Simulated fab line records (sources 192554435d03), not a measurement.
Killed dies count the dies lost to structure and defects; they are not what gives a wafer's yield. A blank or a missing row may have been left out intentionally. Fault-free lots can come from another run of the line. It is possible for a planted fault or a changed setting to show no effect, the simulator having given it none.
Which of the tools did it? / flow n5-finfet / 60 wafers sampled from 20 lots at 1 step of a route of 1938

WHAT THE GAUGES READ, wafer by wafer
N5_MOL_CONTACT_COAG_CD_MEAS_84: the cd target is 25.1 nm.
lot=L074; measured=day 5 10:55; on=cd-sem-01; cd-nm (nm)=25.25 25.11 25.29
lot=L075; measured=day 5 15:46; on=cd-sem-01; cd-nm (nm)=25.05 25.07 25.21
lot=L076; measured=day 5 18:44; on=cd-sem-01; cd-nm (nm)=25.43 25.13 25.11
lot=L077; measured=day 5 23:56; on=cd-sem-02; cd-nm (nm)=25.22 25.32 24.54
lot=L078; measured=day 6 03:08; on=cd-sem-01; cd-nm (nm)=24.87 25.13 25.31
lot=L079; measured=day 6 09:28; on=cd-sem-02; cd-nm (nm)=24.97 24.97 24.93
lot=L080; measured=day 6 17:22; on=cd-sem-03; cd-nm (nm)=25.20 25.02 24.92
lot=L082; measured=day 7 06:11; on=cd-sem-02; cd-nm (nm)=25.28 24.97 25.29
lot=L083; measured=day 7 14:08; on=cd-sem-02; cd-nm (nm)=25.14 24.90 25.41
lot=L084; measured=day 8 04:16; on=cd-sem-03; cd-nm (nm)=25.08 24.32 25.32
lot=L086; measured=day 8 06:56; on=cd-sem-01; cd-nm (nm)=25.31 25.00 25.02
lot=L087; measured=day 8 13:57; on=cd-sem-01; cd-nm (nm)=25.60 25.52 25.22
lot=L088; measured=day 8 16:37; on=cd-sem-03; cd-nm (nm)=25.25 25.15 25.59
lot=L089; measured=day 9 00:35; on=cd-sem-03; cd-nm (nm)=25.05 25.51 24.92
lot=L090; measured=day 9 02:11; on=cd-sem-02; cd-nm (nm)=24.96 25.17 25.20
lot=L091; measured=day 9 12:38; on=cd-sem-03; cd-nm (nm)=25.63 25.31 25.06
lot=L092; measured=day 9 19:52; on=cd-sem-01; cd-nm (nm)=25.08 25.40 25.24
lot=L093; measured=day 9 20:19; on=cd-sem-02; cd-nm (nm)=25.33 25.16 25.12
lot=L095; measured=day 10 05:22; on=cd-sem-03; cd-nm (nm)=24.99 24.92 24.82
lot=L097; measured=day 10 21:50; on=cd-sem-03; cd-nm (nm)=25.16 25.09 24.62

WHICH TOOL RAN EACH LOT (tool, then ch and the chambers of the sampled wafers, then the start)
The record holds no process step before these readings.

AS READ BY THE TOOLS THEMSELVES (means over the sampled wafers that have a number; for cases with no such wafer, the mark the record gives instead)
The record holds no such reading with a usual standard deviation.

THE ANSWER, worked out from the rows above alone
Rule: usual is defined by the lots themselves. Put in order of their means at a reading, lots are off if they are a third of the lots or fewer, leave a main group of 4 or more, and stand apart from it by a gap of 3 or more times the standard deviation of the main group's means; of several such gaps the widest counts. A main group is skipped when, at the precision printed for the reading in the tables above, its means are all equal. A lot without any number at a reading at which 4 lots or more have one is off too. Where the step has rows for the other lots, those lots are counted as sound. First the gauges in route order, then the tools' own readings, where a lot's mean is used as printed above. At the first step where some lot is off, the reading lying furthest off is the one used; lots without a number count as furthest.
No lot is off at any reading shown: from this, nothing can be told.

WHAT HAD BEEN PUT IN BY THE SIMULATOR
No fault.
